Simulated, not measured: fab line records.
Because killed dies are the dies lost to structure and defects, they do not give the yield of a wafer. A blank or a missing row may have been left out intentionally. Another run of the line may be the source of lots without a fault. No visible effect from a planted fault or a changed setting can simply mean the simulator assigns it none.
Matching of chambers :: flow n5-finfet :: N5_HKMG_FIN_ALD_75 on ald-hk-03 has 4 sister chambers
The step deposits Al2O3, target thk 1 nm, co reactant pulse time 1 s. 8 wafers are shown with their chamber, then 8 later ones without.

## WAFERS PAIRED WITH THEIR CHAMBERS
wafer: L077.3
chamber: 0
heater-power-w (W): 156
precursor-pulse-height-rel: 1.010

wafer: L083.1
chamber: 1
heater-power-w (W): 148
precursor-pulse-height-rel: 0.985

wafer: L083.4
chamber: 3
heater-power-w (W): 158
precursor-pulse-height-rel: 0.981

wafer: L083.5
chamber: 3
heater-power-w (W): 152
precursor-pulse-height-rel: 0.961

wafer: L088.1
chamber: 2
heater-power-w (W): 149
precursor-pulse-height-rel: 1.027

wafer: L088.3
chamber: 1
heater-power-w (W): 149
precursor-pulse-height-rel: 1.031

wafer: L088.5
chamber: 2
heater-power-w (W): 148
precursor-pulse-height-rel: 1.012

wafer: L090.1
chamber: 0
heater-power-w (W): 157
precursor-pulse-height-rel: 0.995

## WAFERS WITH NO CHAMBER GIVEN
wafer: L090.2
heater-power-w (W): 149
precursor-pulse-height-rel: 0.981

wafer: L090.4
heater-power-w (W): 156
precursor-pulse-height-rel: 0.990

wafer: L095.3
heater-power-w (W): 148
precursor-pulse-height-rel: 0.977

wafer: L095.4
heater-power-w (W): 150
precursor-pulse-height-rel: 0.996

wafer: L095.5
heater-power-w (W): 151
precursor-pulse-height-rel: 1.027

wafer: L097.2
heater-power-w (W): 150
precursor-pulse-height-rel: 1.024

wafer: L097.4
heater-power-w (W): 156
precursor-pulse-height-rel: 0.997

wafer: L097.6
heater-power-w (W): 145
precursor-pulse-height-rel: 0.989

## WHICH CHAMBER EACH ONE RAN IN
wafer: L090.2
from the rows above: can't be placed: 1 or 2 or 3
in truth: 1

wafer: L090.4
from the rows above: can't be placed: 0 or 3
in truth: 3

wafer: L095.3
from the rows above: can't be placed: 1 or 2 or 3
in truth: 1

wafer: L095.4
from the rows above: can't be placed: 1 or 2 or 3
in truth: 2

wafer: L095.5
from the rows above: can't be placed: 2 or 1 or 0
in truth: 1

wafer: L097.2
from the rows above: can't be placed: 2 or 1
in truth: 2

wafer: L097.4
from the rows above: can't be placed: 0 or 3
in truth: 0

wafer: L097.6
from the rows above: can't be placed: 1 or 2
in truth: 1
Correctly placed: 0 of 8. Not placeable from these rows: 8 (in 8, the candidates include the true chamber). Placed wrongly: 0.
How it was worked out, from the rows above alone: a wafer's distance from a chamber is the root of the sum, over the readings, of the square of ((its reading less the chamber's mean) divided by the reading's scatter). The wafer belongs to the nearest chamber; if the next one is less than 2 further off, it can't be placed. Each chamber's mean is taken over the wafers shown for it. The scatter: the root of (the sum of the squares of (reading less its chamber's mean) over the shown wafers, divided by (wafers less chambers)).
